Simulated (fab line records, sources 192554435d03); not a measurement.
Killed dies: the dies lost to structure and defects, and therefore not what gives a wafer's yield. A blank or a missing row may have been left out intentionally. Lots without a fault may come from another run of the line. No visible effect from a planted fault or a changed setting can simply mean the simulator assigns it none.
Which tool did it? -- flow n5 finfet -- 11 lots, 33 wafers sampled, at 5 steps of a route of 1938

== WHAT EACH GAUGE READ, for each wafer ==
The record holds no reading of a measuring or inspecting step that can be judged against a usual standard deviation.

== EACH LOT AND THE TOOL THAT RAN IT (in order: tool; ch and the chambers of the sampled wafers; start) ==
lot,N5_BEOL_M8_STRIP_80,N5_BEOL_M8_ANNEAL_51,N5_BEOL_M8_CMP_52,N5_BEOL_M8_PRE_CLEAN_55,N5_PASSIVATION_PROBE_49
L535,"rie diel-02 ch 1,3, day 9 08:31 or earlier","rtp anneal-02 ch 0, day 9 08:31","cmp-04 ch 2,3, day 9 08:52","pecvd-03 ch 0,1,2, day 9 09:09",-
L539,"rie diel-01 ch 0,2,3, day 11 05:25 or earlier","rtp anneal-01 ch 0, day 11 05:25","cmp-04 ch 1,2, day 11 05:35","pecvd-01 ch 0,1, day 11 05:56",-
L543,"rie diel-05 ch 1,2,3, day 11 17:58 or earlier","rtp anneal-02 ch 0, day 11 17:58","cmp-04 ch 0,2,3, day 11 18:20","pecvd-01 ch 0,1,2, day 11 18:35","prober-02, day 14 08:59"
L546,"rie diel-02 ch 0,1,2, day 12 07:06 or earlier","rtp anneal-02 ch 0, day 12 07:06","cmp-04 ch 0,1,2, day 12 07:24","pecvd-01 ch 0,1,2, day 12 07:44",-
L549,"rie diel-05 ch 0,1, day 13 17:40 or earlier","rtp anneal-02 ch 0, day 13 17:40","cmp-03 ch 0,2, day 13 18:00","pecvd-03 ch 0,1, day 13 18:17",-
L550,"rie diel-01 ch 1,2, day 14 07:09 or earlier","rtp anneal-02 ch 0, day 14 07:09","cmp-04 ch 0,1,3, day 14 07:27","pecvd-04 ch 0,1,2, day 14 07:44",-
L554,"rie diel-01 ch 0,1, day 14 12:45 or earlier","rtp anneal-02 ch 0, day 14 12:45","cmp-03 ch 0,1,3, day 14 13:04","pecvd-03 ch 0,1, day 14 13:23",-
L555,"rie diel-05 ch 0,2, day 14 20:17 or earlier","rtp anneal-02 ch 0, day 14 20:17","cmp-02 ch 0,1,3, day 14 20:40","pecvd-01 ch 0,2, day 14 20:55",-
L556,"rie diel-02 ch 2,3, day 15 06:59 or earlier","rtp anneal-01 ch 0, day 15 06:59","cmp-03 ch 1,2,3, day 15 07:22","pecvd-04 ch 1,2, day 15 07:35",-
L557,"rie diel-02 ch 0,2,3, day 15 09:22 or earlier","rtp anneal-01 ch 0, day 15 09:22","cmp-04 ch 0,2,3, day 15 09:40","pecvd-01 ch 0,1,2, day 15 10:00",-
L558,"rie diel-01 ch 0,2,3, day 15 18:38 or earlier","rtp anneal-02 ch 0, day 15 18:38","cmp-04 ch 0,1,2, day 15 18:59","pecvd-03 ch 0,2, day 15 19:16",-
- N5_BEOL_M8_STRIP_80: strips in N2/H2, time 10 s.
- N5_BEOL_M8_ANNEAL_51: time 90 s.
- N5_BEOL_M8_CMP_52: polishes, stops on SiCOH lowk, t overpolish 6.9 s, target thk 80 nm.
- N5_BEOL_M8_PRE_CLEAN_55: time 15 s.
- N5_PASSIVATION_PROBE_49

== AS READ BY THE TOOLS THEMSELVES (means over the sampled wafers that have a number; for cases with no such wafer, the mark the record gives instead) ==
N5_BEOL_M8_STRIP_80.
lot,tool,drypump motor current A (A),n2 flow sccm (sccm),oes product au (a.u.),rf vpp V (V),showerhead plenum p Torr (Torr),throttle valve pct (%)
L535,rie diel-02,6.1,200.0,0.73,58.7,2.54,23.49
L539,rie diel-01,5.7,200.2,0.81,58.4,2.49,23.55
L543,rie diel-05,5.6,199.8,0.76,59.3,2.46,23.64
L546,rie diel-02,5.9,200.9,0.72,59.9,2.50,23.73
L549,rie diel-05,5.7,199.9,0.90,57.8,2.48,23.21
L550,rie diel-01,5.7,200.7,0.90,58.2,2.48,23.52
L554,rie diel-01,6.2,200.2,0.84,58.8,2.47,23.32
L555,rie diel-05,5.1,200.1,0.83,59.3,2.46,23.51
L556,rie diel-02,6.0,199.4,0.70,59.4,2.52,23.94
L557,rie diel-02,5.9,199.9,0.71,59.4,2.49,23.75
L558,rie diel-01,5.7,199.8,0.86,58.2,2.47,23.53

N5_BEOL_M8_ANNEAL_51.
lot,tool,anneal temp c (C),wafer_temp_C_max
L535,rtp anneal-02,224.90,226.24
L539,rtp anneal-01,224.84,226.52
L543,rtp anneal-02,225.04,226.43
L546,rtp anneal-02,225.26,225.90
L549,rtp anneal-02,225.05,226.20
L550,rtp anneal-02,225.12,225.87
L554,rtp anneal-02,224.82,225.82
L555,rtp anneal-02,224.88,226.01
L556,rtp anneal-01,224.93,226.26
L557,rtp anneal-01,225.02,226.39
L558,rtp anneal-02,224.98,226.15

N5_BEOL_M8_CMP_52.
lot,tool,barrier field endpoint s (s),motor current A (A),overpolish run s (s),retaining ring pressure frac,slurry flow ml min,time to endpoint s (s)
L535,cmp-04,28.9,5.8,6.900,0.995,149.8,64.5
L539,cmp-04,29.6,6.1,6.895,0.997,150.3,63.7
L543,cmp-04,28.0,5.7,6.896,1.002,149.9,60.8
L546,cmp-04,28.8,6.0,6.900,0.998,150.4,63.8
L549,cmp-03,30.1,6.7,6.894,1.002,149.9,67.0
L550,cmp-04,28.7,5.9,6.897,1.002,150.0,66.0
L554,cmp-03,28.6,6.3,6.903,0.996,150.3,63.1
L555,cmp-02,28.7,5.8,6.898,1.000,150.2,59.7
L556,cmp-03,29.5,6.5,6.908,1.004,150.3,65.6
L557,cmp-04,29.2,5.8,6.905,1.003,149.4,65.1
L558,cmp-04,29.1,5.9,6.893,1.004,149.2,63.5

N5_BEOL_M8_PRE_CLEAN_55.
lot,tool,rf fwd power W (W)
L535,pecvd-03,294.0
L539,pecvd-01,296.2
L543,pecvd-01,232.9
L546,pecvd-01,233.2
L549,pecvd-03,293.4
L550,pecvd-04,294.7
L554,pecvd-03,295.0
L555,pecvd-01,293.7
L556,pecvd-04,295.5
L557,pecvd-01,295.2
L558,pecvd-03,293.4

N5_PASSIVATION_PROBE_49.
lot,tool,defect limited yield (%),killed_at_M0_to_M3,killed_at_M4_up,killed at contacts,killed at front end,killed at other,killed dies,killed open,killed short,sort_bin_5_function (%),sort_bin_6_memory (%),sort n pass,sort yield pct (%)
L543,prober-02,90.9,38,20,9,36,4,107,66,40,5.1,3.6,1073,90.9

== THE ANSWER, worked out from the rows above alone ==
Rule: the lots themselves supply what counts as usual. The widest of any qualifying gaps counts: lots, ordered by their means at a reading, are off when they make up no more than a third of the lots, leave a main group of 4 or more, and stand apart from it by 3 or more times the standard deviation of that group's means. The tables above print the reading to a certain number of digits; a main group whose means all agree to those digits is not used. Also off: a lot with no number at a reading for which 4 or more lots have one. The other lots that the step has rows for count as sound. After the gauges, taken in route order, come the tools' own readings; for these a lot's mean is taken, as printed above. At the first step where some lot is off, the reading lying furthest off is the one used; lots without a number count as furthest.
Off: L543, L546, at N5_BEOL_M8_PRE_CLEAN_55 (rf fwd power W). The main group: mean 294.6 W, standard deviation 0.94.
If a tool, at that step or one of the process steps before it, ran each lot that is off and ran no sound lot following the first of them, it fits. N5_BEOL_M8_STRIP_80 gives no start for some lots, so the hours and the order of its lots are those of N5_BEOL_M8_ANNEAL_51. None of those tried fits.

== WHAT THE SIMULATOR HAD INSERTED ==
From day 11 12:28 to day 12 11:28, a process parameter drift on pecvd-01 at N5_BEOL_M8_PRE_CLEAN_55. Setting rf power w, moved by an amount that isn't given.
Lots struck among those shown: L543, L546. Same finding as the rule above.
